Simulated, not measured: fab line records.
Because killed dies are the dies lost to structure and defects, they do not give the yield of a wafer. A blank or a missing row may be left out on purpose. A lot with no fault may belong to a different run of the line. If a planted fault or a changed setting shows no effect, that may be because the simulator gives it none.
Chamber matching / flow n5-finfet / 4 sister chambers for N5_BEOL_M0_SAQP_SPACER1_ETCHBACK_99 on rie-diel-06
The step etches SiO2 in CHF3/O2, target depth 15.4 nm, time 7.7 s. 18 wafers are shown with their chamber, then 9 later ones without.

## WAFERS PAIRED WITH THEIR CHAMBERS
wafer=L074.2; chamber=0; showerhead-plenum-p-Torr (Torr)=2.53; drypump-motor-current-A (A)=6.2; throttle-valve-pct (%)=18.60
wafer=L074.3; chamber=3; showerhead-plenum-p-Torr (Torr)=2.32; drypump-motor-current-A (A)=5.7; throttle-valve-pct (%)=19.04
wafer=L074.6; chamber=2; showerhead-plenum-p-Torr (Torr)=2.49; drypump-motor-current-A (A)=6.3; throttle-valve-pct (%)=19.10
wafer=L079.1; chamber=3; showerhead-plenum-p-Torr (Torr)=2.31; drypump-motor-current-A (A)=5.7; throttle-valve-pct (%)=19.05
wafer=L079.4; chamber=2; showerhead-plenum-p-Torr (Torr)=2.48; drypump-motor-current-A (A)=6.3; throttle-valve-pct (%)=19.15
wafer=L079.6; chamber=1; showerhead-plenum-p-Torr (Torr)=2.40; drypump-motor-current-A (A)=5.4; throttle-valve-pct (%)=19.19
wafer=L081.1; chamber=0; showerhead-plenum-p-Torr (Torr)=2.53; drypump-motor-current-A (A)=6.2; throttle-valve-pct (%)=18.63
wafer=L081.4; chamber=2; showerhead-plenum-p-Torr (Torr)=2.48; drypump-motor-current-A (A)=6.3; throttle-valve-pct (%)=19.15
wafer=L081.5; chamber=1; showerhead-plenum-p-Torr (Torr)=2.40; drypump-motor-current-A (A)=5.3; throttle-valve-pct (%)=19.18
wafer=L082.1; chamber=3; showerhead-plenum-p-Torr (Torr)=2.31; drypump-motor-current-A (A)=5.6; throttle-valve-pct (%)=19.06
wafer=L082.2; chamber=1; showerhead-plenum-p-Torr (Torr)=2.40; drypump-motor-current-A (A)=5.4; throttle-valve-pct (%)=19.18
wafer=L082.5; chamber=3; showerhead-plenum-p-Torr (Torr)=2.31; drypump-motor-current-A (A)=5.7; throttle-valve-pct (%)=19.08
wafer=L084.2; chamber=1; showerhead-plenum-p-Torr (Torr)=2.40; drypump-motor-current-A (A)=5.3; throttle-valve-pct (%)=19.18
wafer=L084.3; chamber=2; showerhead-plenum-p-Torr (Torr)=2.48; drypump-motor-current-A (A)=6.3; throttle-valve-pct (%)=19.16
wafer=L084.5; chamber=1; showerhead-plenum-p-Torr (Torr)=2.40; drypump-motor-current-A (A)=5.3; throttle-valve-pct (%)=19.19
wafer=L086.3; chamber=3; showerhead-plenum-p-Torr (Torr)=2.31; drypump-motor-current-A (A)=5.7; throttle-valve-pct (%)=19.08
wafer=L086.5; chamber=2; showerhead-plenum-p-Torr (Torr)=2.48; drypump-motor-current-A (A)=6.3; throttle-valve-pct (%)=19.17
wafer=L086.6; chamber=3; showerhead-plenum-p-Torr (Torr)=2.31; drypump-motor-current-A (A)=5.7; throttle-valve-pct (%)=19.09

SIGNATURES (averages over the wafers above)
reading=showerhead-plenum-p-Torr; chamber 0=2.5300; chamber 1=2.4000; chamber 2=2.4820; chamber 3=2.3117; scatter within a chamber=0.00342
reading=drypump-motor-current-A; chamber 0=6.200; chamber 1=5.340; chamber 2=6.300; chamber 3=5.683; scatter within a chamber=0.0381
reading=throttle-valve-pct; chamber 0=18.6150; chamber 1=19.1840; chamber 2=19.1460; chamber 3=19.0667; scatter within a chamber=0.0197
Rule: a wafer's distance from a chamber is the root of the sum, over the readings, of the square of ((its reading less the chamber's mean) divided by the reading's scatter). The wafer belongs to the nearest chamber; if the next one is less than 2 further off, it can't be placed. The scatter: take each reading less its chamber's mean, square it, sum over the shown wafers, divide by the number of wafers less the number of chambers, and take the root.

## WAFERS WHOSE CHAMBER IS MISSING
wafer=L089.3; showerhead-plenum-p-Torr (Torr)=2.31; drypump-motor-current-A (A)=5.7; throttle-valve-pct (%)=19.08
wafer=L089.5; showerhead-plenum-p-Torr (Torr)=2.31; drypump-motor-current-A (A)=5.7; throttle-valve-pct (%)=19.08
wafer=L089.6; showerhead-plenum-p-Torr (Torr)=2.52; drypump-motor-current-A (A)=6.1; throttle-valve-pct (%)=18.66
wafer=L092.1; showerhead-plenum-p-Torr (Torr)=2.39; drypump-motor-current-A (A)=5.4; throttle-valve-pct (%)=19.20
wafer=L092.2; showerhead-plenum-p-Torr (Torr)=2.52; drypump-motor-current-A (A)=6.1; throttle-valve-pct (%)=18.67
wafer=L092.4; showerhead-plenum-p-Torr (Torr)=2.30; drypump-motor-current-A (A)=5.7; throttle-valve-pct (%)=19.11
wafer=L095.3; showerhead-plenum-p-Torr (Torr)=2.52; drypump-motor-current-A (A)=6.1; throttle-valve-pct (%)=18.66
wafer=L095.4; showerhead-plenum-p-Torr (Torr)=2.39; drypump-motor-current-A (A)=5.3; throttle-valve-pct (%)=19.22
wafer=L095.6; showerhead-plenum-p-Torr (Torr)=2.30; drypump-motor-current-A (A)=5.7; throttle-valve-pct (%)=19.09

## CHAMBER TAKEN BY EACH
wafer=L089.3; from the rows above=3; in truth=3
wafer=L089.5; from the rows above=3; in truth=3
wafer=L089.6; from the rows above=0; in truth=0
wafer=L092.1; from the rows above=1; in truth=1
wafer=L092.2; from the rows above=0; in truth=0
wafer=L092.4; from the rows above=3; in truth=3
wafer=L095.3; from the rows above=0; in truth=0
wafer=L095.4; from the rows above=1; in truth=1
wafer=L095.6; from the rows above=3; in truth=3
Correct placement for 9 of the 9. Not placeable from these rows: 0. Placed wrongly: 0.
